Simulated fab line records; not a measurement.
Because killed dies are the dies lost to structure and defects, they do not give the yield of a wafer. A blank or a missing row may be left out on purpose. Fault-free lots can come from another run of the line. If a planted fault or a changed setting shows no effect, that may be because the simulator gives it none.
Struck lot and sound lot, side by side + flow n5 finfet + 15 steps out of a route of 1938
Sound: the wafers L624.1, L624.2, L624.5. Struck: wafer L632.5 (left out: L632.4, a lot-mate that was not struck); the cause follows at the end.
For every step that has rows: the tool of each side, followed by ch and its chambers, followed by its first start. Under that, the readings that differ: sound wafers + struck wafers + difference of the means + sigmas: that difference in standard deviations of wafers without a fault.
alike: readings with means less than 2 such deviations apart, plus words and numbers identical on both sides. not compared: withheld readings, readings lacking a value on some wafer, bounds such as >300 that could conceal the same value, and numbers that have no deviation in the record and whose values overlap.
The two part at a step that has a row with sigmas, a row that says differs or no value, or rows on one side only. Numbers that have no deviation but don't overlap get no sigmas and don't part them. A reading missing from all wafers of one side parts the sides only when that side holds two or more wafers.

first, 7 steps without rows for these wafers: N5_BEOL_M14_COAT_04 (resist thk 800 nm); N5_BEOL_M14_EBR_06; N5_BEOL_M14_SOFTBAKE_05 (time 60 s); N5_BEOL_M14_EXPOSE_07 (exposes mask V13); N5_BEOL_M14_PEB_08 (peb time 90 s); N5_BEOL_M14_DEVELOP_09 (develop time 45 s); N5_BEOL_M14_HARDBAKE_14 (time 120 s).
N5_BEOL_M14_CD_MEAS_10 targets a cd of 250 nm.
  sound on cd sem-01 ch 0, day 11 10:50; struck on cd sem-03 ch 0, day 13 10:04
  alike: cd nm
N5_BEOL_M14_OVL_MEAS_11:
  sound on overlay-01 ch 0, day 11 10:52; struck on overlay-01 ch 0, day 13 10:06
  alike: V13_OVL
N5_BEOL_M14_INSPECT_12: inspects for defects (macro).
  sound: defect inspect-02 at day 11 10:53; struck: defect inspect-01 at day 13 10:07
  alike: raw defect count
N5_BEOL_M14_DESCUM_15: chemistry O2, time 7.9 s.
  sound on rie diel-01 ch 0,1, day 11 10:56; struck on rie diel-01 ch 2, day 13 10:09
| reading      | sound             | struck | difference | sigmas |
|--------------|-------------------|--------|------------|--------|
| rf vpp V (V) | 243.7 244.1 243.8 | 246.4  | +2.5       | +2     |
  alike: drypump motor current A, oes product au, rf fwd power W, showerhead plenum p Torr, throttle valve pct
  not compared: rf hours counter h
N5_BEOL_M14_ETCH_59: etches BARC in N2/H2, target depth 89 nm, overetch 26.7 nm, time 67.9 s.
  sound on rie diel-01 ch 0,1, day 11 10:59; struck on rie diel-01 ch 2, day 13 10:11
| reading    | sound             | struck | difference | sigmas |
|------------|-------------------|--------|------------|--------|
| bias w (W) | 150.8 149.4 150.4 | 149.3  | -0.9       | -2     |
  alike: drypump motor current A, oes product au, rf fwd power W, rf vpp V, showerhead plenum p Torr, throttle valve pct
  not compared: rf hours counter h
N5_BEOL_M14_VIA_ETCH_16: etches SiO2 in C4F8/O2/Ar, target depth 1231.3 nm.
  sound on rie diel-01 ch 0,1, day 11 11:04; struck on rie diel-01 ch 2, day 13 10:14
| reading                | sound             | struck | difference | sigmas |
|------------------------|-------------------|--------|------------|--------|
| oes product au (a.u.)  | 0.68 0.64 0.68    | 1.04   | +0.37      | +5     |
| throttle valve pct (%) | 30.63 30.91 30.64 | 31.53  | +0.80      | +3     |
  alike: bias w, drypump motor current A, oes_f_703_au, rf fwd power W, rf vpp V, showerhead plenum p Torr
N5_BEOL_M14_STRIP_63: strips in O2.
  sound: rie diel-01 ch 0,1; struck: rie diel-01 ch 2
  alike: drypump motor current A, oes product au, rf vpp V, showerhead plenum p Torr, throttle valve pct
  not compared: rf hours counter h
next, for these wafers, 1 step has no rows: N5_PASSIVATION_PROBE_49.

## WHERE THEY PART
At N5_BEOL_M14_DESCUM_15 first; at N5_BEOL_M14_VIA_ETCH_16 last (within this record only). Later steps at which nothing parts them and some readings are alike: N5_BEOL_M14_STRIP_63.

WHY: what had been put in by the simulator
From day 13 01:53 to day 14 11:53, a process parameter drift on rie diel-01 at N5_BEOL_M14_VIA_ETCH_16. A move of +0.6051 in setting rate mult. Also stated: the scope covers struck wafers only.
